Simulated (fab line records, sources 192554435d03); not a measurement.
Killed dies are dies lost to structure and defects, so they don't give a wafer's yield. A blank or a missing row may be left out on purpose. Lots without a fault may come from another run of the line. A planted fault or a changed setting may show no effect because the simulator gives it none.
Split-lot experiment | flow n5_finfet | 7 lots, 21 wafers read, on a route of 1938 steps

THE SPLIT
At N5_BEOL_M11_EXPOSE_25 (exposes mask V10), the setting dose_mj was moved away from the recipe's 85.5 on 6 of the 21 wafers read, by -6.8% to +5.4%. The other wafers ran this setting at the recipe's value.

FROM THE SPLIT TO THE READING: what the file shows between them, 2 steps
- N5_BEOL_M11_PEB_26: peb time 60 s
- N5_BEOL_M11_DEVELOP_27: develop time 30 s

THE READING
cd_nm, in nm, at N5_BEOL_M11_CD_MEAS_28 (target cd 70 nm). Fault-free wafers of this fab line usually give 69.4 nm, standard deviation 1.1 nm.

wafer  | tool, chamber at the split | dose_mj as run | against the recipe | cd_nm, nm | against lot-mates on the recipe
L074.1 | arfi_scanner-01, 0         | 85.5           | recipe             | 70.1      | -
L074.3 | arfi_scanner-01, 0         | 85.5           | recipe             | 69.5      | -
L074.4 | arfi_scanner-01, 0         | 85.5           | recipe             | 69.5      | -
L079.1 | arfi_scanner-02, 0         | 79.71          | -6.8%              | 62.5      | -6.1
L079.3 | arfi_scanner-02, 0         | 85.5           | recipe             | 68.6      | -
L079.4 | arfi_scanner-02, 0         | 79.71          | -6.8%              | 62.0      | -6.6
L078.1 | arfi_scanner-02, 0         | 80.39          | -6.0%              | 61.7      | -7.2
L078.2 | arfi_scanner-02, 0         | 85.5           | recipe             | 68.2      | -
L078.5 | arfi_scanner-02, 0         | 85.5           | recipe             | 69.7      | -
L084.1 | arfi_scanner-01, 0         | 81.29          | -4.9%              | 65.2      | -5.3
L084.2 | arfi_scanner-01, 0         | 85.5           | recipe             | 70.4      | -
L084.4 | arfi_scanner-01, 0         | 85.5           | recipe             | 70.6      | -
L085.3 | arfi_scanner-03, 0         | 85.5           | recipe             | 71.4      | -
L085.4 | arfi_scanner-03, 0         | 85.5           | recipe             | 71.2      | -
L085.5 | arfi_scanner-03, 0         | 85.5           | recipe             | 70.3      | -
L086.1 | arfi_scanner-02, 0         | 85.5           | recipe             | 69.2      | -
L086.3 | arfi_scanner-02, 0         | 85.5           | recipe             | 69.6      | -
L086.5 | arfi_scanner-02, 0         | 85.5           | recipe             | 69.1      | -
L089.3 | arfi_scanner-02, 0         | 90.11          | +5.4%              | 74.0      | +5.4
L089.5 | arfi_scanner-02, 0         | 90.11          | +5.4%              | 72.6      | +4.0
L089.6 | arfi_scanner-02, 0         | 85.5           | recipe             | 68.6      | -

THE FIT
A straight line over all 21 wafers: cd_nm changes by +0.98 nm for each +1% of dose_mj; r = +0.94; the points scatter about the line by 1.1 nm.
The same after taking each lot's own level away (the mean of its wafers on the recipe; 21 wafers): +0.974 nm for each +1%; r = +0.98; scatter 0.56 nm.
On that fit, the largest move of dose_mj shifts the reading by 6.6 nm.
The lots' own levels span 68.60 to 70.97 nm, that is 2.2 times the standard deviation above.
So the lot-to-lot level changes the slope little: the two slopes agree.
Check: with one of the wafers moved furthest among these (-6.8%) left out of the fit, the line predicts -6.91 nm for it against its lot-mates. It came out at -6.1 nm against them.

OTHER SPLITS ON THESE WAFERS
These wafers also went through other splits before the reading. Each is held against what the fit with the lots' levels taken away leaves over:
other split on the same wafers | wafers away from the commonest value | r with cd_nm (lot level and that fit taken away)
N5_BEOL_M10_COAT_64 spin_rpm   | 10                                   | +0.29
N5_BEOL_M11_COAT_22 spin_rpm   | 6                                    | +0.34

THE FILE'S OWN FIT
cd_nm changes by +1.02 nm for each +1% of dose_mj, r = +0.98.
